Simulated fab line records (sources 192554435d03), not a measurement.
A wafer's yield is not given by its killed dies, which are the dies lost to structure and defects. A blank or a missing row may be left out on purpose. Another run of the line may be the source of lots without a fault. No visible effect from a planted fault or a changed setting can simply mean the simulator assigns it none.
Chamber matching / flow n5_finfet / N5_BEOL_M13_DESCUM_15 on rie_diel-05: 4 sister chambers
The step chemistry O2, time 7.9 s. 4 wafers are shown with their chamber, then 12 later ones without.

== WAFERS, EACH WITH ITS CHAMBER ==
wafer=L087.2; chamber=0; throttle_valve_pct (%)=20.42
wafer=L089.2; chamber=3; throttle_valve_pct (%)=19.75
wafer=L089.5; chamber=1; throttle_valve_pct (%)=20.30
wafer=L089.6; chamber=2; throttle_valve_pct (%)=20.09

== WAFERS WITHOUT THEIR CHAMBER ==
wafer=L090.2; throttle_valve_pct (%)=20.30
wafer=L090.3; throttle_valve_pct (%)=19.75
wafer=L090.5; throttle_valve_pct (%)=20.09
wafer=L091.1; throttle_valve_pct (%)=20.12
wafer=L091.3; throttle_valve_pct (%)=20.32
wafer=L091.5; throttle_valve_pct (%)=20.12
wafer=L092.2; throttle_valve_pct (%)=20.12
wafer=L092.4; throttle_valve_pct (%)=20.09
wafer=L092.5; throttle_valve_pct (%)=20.09
wafer=L093.3; throttle_valve_pct (%)=20.09
wafer=L093.5; throttle_valve_pct (%)=19.75
wafer=L093.6; throttle_valve_pct (%)=20.11

== EACH ONE'S CHAMBER ==
wafer=L090.2; from the rows above=1; in truth=1
wafer=L090.3; from the rows above=3; in truth=3
wafer=L090.5; from the rows above=2; in truth=2
wafer=L091.1; from the rows above=2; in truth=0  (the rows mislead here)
wafer=L091.3; from the rows above=1; in truth=1
wafer=L091.5; from the rows above=2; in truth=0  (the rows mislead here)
wafer=L092.2; from the rows above=2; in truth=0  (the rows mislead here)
wafer=L092.4; from the rows above=2; in truth=2
wafer=L092.5; from the rows above=2; in truth=2
wafer=L093.3; from the rows above=2; in truth=2
wafer=L093.5; from the rows above=3; in truth=3
wafer=L093.6; from the rows above=2; in truth=2
Correctly placed: 9 of 12. Can't be placed from these rows: 0. Wrongly placed: 3.
How it was worked out, from the rows above alone: a wafer's distance from a chamber is the root of the sum, over the readings, of the square of ((its reading less the chamber's mean) divided by the reading's scatter). If the next closest chamber is less than 2 further off than the closest, the wafer can't be placed; otherwise it belongs to the closest. A chamber's mean is the mean of its shown wafers. The scatter: root of mean squared gap, hidden wafer to nearest shown wafer, with one shown wafer a chamber.
